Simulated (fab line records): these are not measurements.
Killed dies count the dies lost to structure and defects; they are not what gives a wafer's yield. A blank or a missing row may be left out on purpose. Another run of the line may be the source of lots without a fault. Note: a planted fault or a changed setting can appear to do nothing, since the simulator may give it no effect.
Split-lot experiment ; flow n5-finfet ; 39 wafers read across 7 lots, on a route 1938 steps long

THE SPLIT
At N5_BEOL_M2_ALD_98 (deposits SiO2, target thk 2.5 nm, pulse time 1 s, co reactant pulse time 1 s), the setting ald-cycles was moved away from the recipe's 17 on 9 of the 39 wafers read, by -41.2% to +58.8%. This setting was run at the recipe's value on the other wafers.

The reading comes from the split's own step.

THE READING
SiO2_of_BEOL_M2_ALD_98.thk-nm (the simulator's own value, which no gauge read), in nm, at N5_BEOL_M2_ALD_98 (deposits SiO2, target thk 2.5 nm, pulse time 1 s, co reactant pulse time 1 s). The file gives no usual value for it. The 30 wafers here that ran the recipe average 2.5 nm, standard deviation 0.099 nm.

wafer;tool, chamber at the split;ald-cycles as run;against the recipe;SiO2_of_BEOL_M2_ALD_98.thk-nm, nm;against lot-mates on the recipe
L077.1;ald-sin-01, 2,0,3;22;+29.4%;3.2;+0.7
L077.4;ald-sin-01, 2,0,3;22;+29.4%;3.2;+0.7
L077.5;ald-sin-01, 2,0,3;22;+29.4%;3.2;+0.7
L077.2;ald-sin-01, 3,1;17;recipe;2.6;-
L077.3;ald-sin-01, 3,1;17;recipe;2.6;-
L077.6;ald-sin-01, 0;17;recipe;2.4;-
L079.1;ald-sin-02, 1,2,3;10;-41.2%;1.4;-1.1
L079.3;ald-sin-02, 1,2,3;10;-41.2%;1.4;-1.1
L079.4;ald-sin-02, 1,2,3;10;-41.2%;1.4;-1.1
L079.2;ald-sin-02, 0;17;recipe;2.4;-
L079.5;ald-sin-02, 3,0;17;recipe;2.6;-
L079.6;ald-sin-02, 3,0;17;recipe;2.6;-
L081.1;ald-sin-01, 0,3,1;17;recipe;2.4;-
L081.2;ald-sin-01, 0,3,1;17;recipe;2.4;-
L081.4;ald-sin-01, 0,3,1;17;recipe;2.4;-
L081.3;ald-sin-01, 2,3,2;17;recipe;2.6;-
L081.5;ald-sin-01, 2,3,2;17;recipe;2.6;-
L081.6;ald-sin-01, 2,3,2;17;recipe;2.6;-
L083.1;ald-sin-02, 0,2,1,1;17;recipe;2.6;-
L083.3;ald-sin-02, 0,2,1,1;17;recipe;2.6;-
L083.4;ald-sin-02, 0,2,1,1;17;recipe;2.6;-
L083.6;ald-sin-02, 0,2,1,1;17;recipe;2.6;-
L083.2;ald-sin-02, 3,0;17;recipe;2.4;-
L083.5;ald-sin-02, 3,0;17;recipe;2.4;-
L085.1;ald-sin-01, 3,1,0,3;17;recipe;2.4;-
L085.2;ald-sin-01, 3,1,0,3;17;recipe;2.4;-
L085.4;ald-sin-01, 3,1,0,3;17;recipe;2.4;-
L085.6;ald-sin-01, 3,1,0,3;17;recipe;2.4;-
L085.3;ald-sin-01, 2;17;recipe;2.6;-
L085.5;ald-sin-01, 2;17;recipe;2.6;-
L088.1;ald-sin-02, 3,1,1;17;recipe;2.4;-
L088.3;ald-sin-02, 3,1,1;17;recipe;2.4;-
L088.6;ald-sin-02, 3,1,1;17;recipe;2.4;-
L088.2;ald-sin-02, 2,0,2;27;+58.8%;4;+1.6
L088.4;ald-sin-02, 2,0,2;27;+58.8%;4;+1.6
L088.5;ald-sin-02, 2,0,2;27;+58.8%;4;+1.6
L091.3;ald-sin-03, 1,0,3;17;recipe;2.4;-
L091.4;ald-sin-03, 1,0,3;17;recipe;2.4;-
L091.5;ald-sin-03, 1,0,3;17;recipe;2.4;-
Rows listing several chambers each stand for several wafers; the file does not say which wafer went through which chamber.

THE FIT
A straight line over all 39 wafers: SiO2_of_BEOL_M2_ALD_98.thk-nm changes by +0.0257 nm for each +1% of ald-cycles; r = +0.99; the points scatter about the line by 0.09 nm.
The same after taking each lot's own level away (the mean of its wafers on the recipe; 39 wafers): +0.0267 nm for each +1%; r = +0.99; scatter 0.085 nm.
The reading moves by 1.6 nm for the largest change in ald-cycles, on that fit.
The span of the lots' own levels, 2.40 to 2.53 nm, comes to 1.3 times the standard deviation stated above.
Consequently the slope shifts little with the lot-to-lot level, the two slopes agreeing.
Check: with one of the wafers moved furthest among these (+58.8%) left out of the fit, the line predicts +1.55 nm for it against its lot-mates. It came out at +1.6 nm against them.

THESE WAFERS: OTHER SPLITS
Other splits were also applied to these wafers ahead of the reading. Each is held against what the fit with the lots' levels taken away leaves over:
other split on the same wafers;wafers away from the commonest value;r with SiO2_of_BEOL_M2_ALD_98.thk-nm (lot level and that fit taken away)
N5_HKMG_FIN_DESCUM_17 time-s;9;+0.29
N5_MOL_CONTACT_COAG_SPUTTER_143 target-thk-a;18;+0.12
N5_BEOL_M1_ILD_DEP_00 target-thk-a;15;+0.00

THE FILE'S OWN FIT
SiO2_of_BEOL_M2_ALD_98.thk-nm changes by +0.0266 nm for each +1% of ald-cycles, r = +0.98.
